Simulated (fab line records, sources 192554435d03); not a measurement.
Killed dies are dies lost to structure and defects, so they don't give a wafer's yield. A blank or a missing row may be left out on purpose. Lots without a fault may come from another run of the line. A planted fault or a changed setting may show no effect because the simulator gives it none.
Split-lot experiment | flow n5_finfet | 7 lots, 21 wafers read, on a route of 1938 steps

THE SPLIT
At N5_BEOL_M11_ETCH_66 (etches SOC in N2/H2, target depth 120 nm, overetch 24 nm, time 180 s), the setting time_s was moved away from the recipe's 180 s on 5 of the 21 wafers read, by -16.7% to +19.9%. The other wafers ran this setting at the recipe's value.

The reading is taken at the split's own step.

THE READING
SiARC_of_BEOL_M11_COAT_64.thk_nm (the simulator's own value, which no gauge read), in nm, at N5_BEOL_M11_ETCH_66 (etches SOC in N2/H2, target depth 120 nm, overetch 24 nm, time 180 s). The file gives no usual value for it. The 16 wafers here that ran the recipe average 22.9 nm, standard deviation 0.16 nm.

wafer  | tool, chamber at the split | time_s as run, s | against the recipe | SiARC_of_BEOL_M11_COAT_64.thk_nm, nm | against lot-mates on the recipe
L078.3 | rie_diel-06, 0             | 180              | recipe             | 22.6                                 | -
L078.4 | rie_diel-06, 2             | 180              | recipe             | 23                                   | -
L078.6 | rie_diel-06, 1             | 215.8            | +19.9%             | 21.4                                 | -1.4
L080.1 | rie_diel-01, 0             | 180              | recipe             | 23                                   | -
L080.2 | rie_diel-01, 3             | 180              | recipe             | 22.8                                 | -
L080.6 | rie_diel-01, 3             | 149.9            | -16.7%             | 24                                   | +1.1
L082.1 | rie_diel-02, 2             | 180              | recipe             | 22.8                                 | -
L082.3 | rie_diel-02, 3,0           | 180              | recipe             | 23                                   | -
L082.6 | rie_diel-02, 3,0           | 180              | recipe             | 23                                   | -
L084.2 | rie_diel-02, 1             | 180              | recipe             | 22.8                                 | -
L084.4 | rie_diel-02, 1             | 180              | recipe             | 22.8                                 | -
L084.3 | rie_diel-02, 3             | 180              | recipe             | 23                                   | -
L087.2 | rie_diel-01, 2             | 180              | recipe             | 22.8                                 | -
L087.3 | rie_diel-01, 3,0           | 195.5            | +8.6%              | 22.2                                 | -0.6
L087.6 | rie_diel-01, 3,0           | 195.5            | +8.6%              | 22.2                                 | -0.6
L094.2 | rie_diel-01, 1,0           | 180              | recipe             | 23                                   | -
L094.3 | rie_diel-01, 1,0           | 180              | recipe             | 23                                   | -
L094.5 | rie_diel-01, 1             | 180              | recipe             | 23.2                                 | -
L093.1 | rie_diel-02, 1             | 193.6            | +7.6%              | 22                                   | -0.7
L093.3 | rie_diel-02, 3             | 180              | recipe             | 22.6                                 | -
L093.6 | rie_diel-02, 2             | 180              | recipe             | 22.8                                 | -
Where a row lists several chambers, the file gives one row for several wafers and doesn't say which wafer went through which chamber.

THE FIT
A straight line over all 21 wafers: SiARC_of_BEOL_M11_COAT_64.thk_nm changes by -0.075 nm for each +1% of time_s; r = -0.95; the points scatter about the line by 0.16 nm.
The same after taking each lot's own level away (the mean of its wafers on the recipe; 21 wafers): -0.0699 nm for each +1%; r = -0.97; scatter 0.11 nm.
On that fit, the largest move of time_s shifts the reading by 1.4 nm.
The lots' own levels span 22.70 to 23.07 nm, that is 2.3 times the standard deviation above.
So the lot-to-lot level changes the slope little: the two slopes agree.
Check: with one of the wafers moved furthest among these (+19.9%) left out of the fit, the line predicts -1.4 nm for it against its lot-mates. It came out at -1.4 nm against them.

OTHER SPLITS ON THESE WAFERS
These wafers also went through other splits before the reading. Each is held against what the fit with the lots' levels taken away leaves over:
other split on the same wafers | wafers away from the commonest value | r with SiARC_of_BEOL_M11_COAT_64.thk_nm (lot level and that fit taken away)
N5_BEOL_M10_EXPOSE_25 dose_mj  | 5                                    | -0.08
N5_BEOL_M11_EXPOSE_25 dose_mj  | 12                                   | -0.18

THE FILE'S OWN FIT
SiARC_of_BEOL_M11_COAT_64.thk_nm changes by -0.0703 nm for each +1% of time_s, r = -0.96.
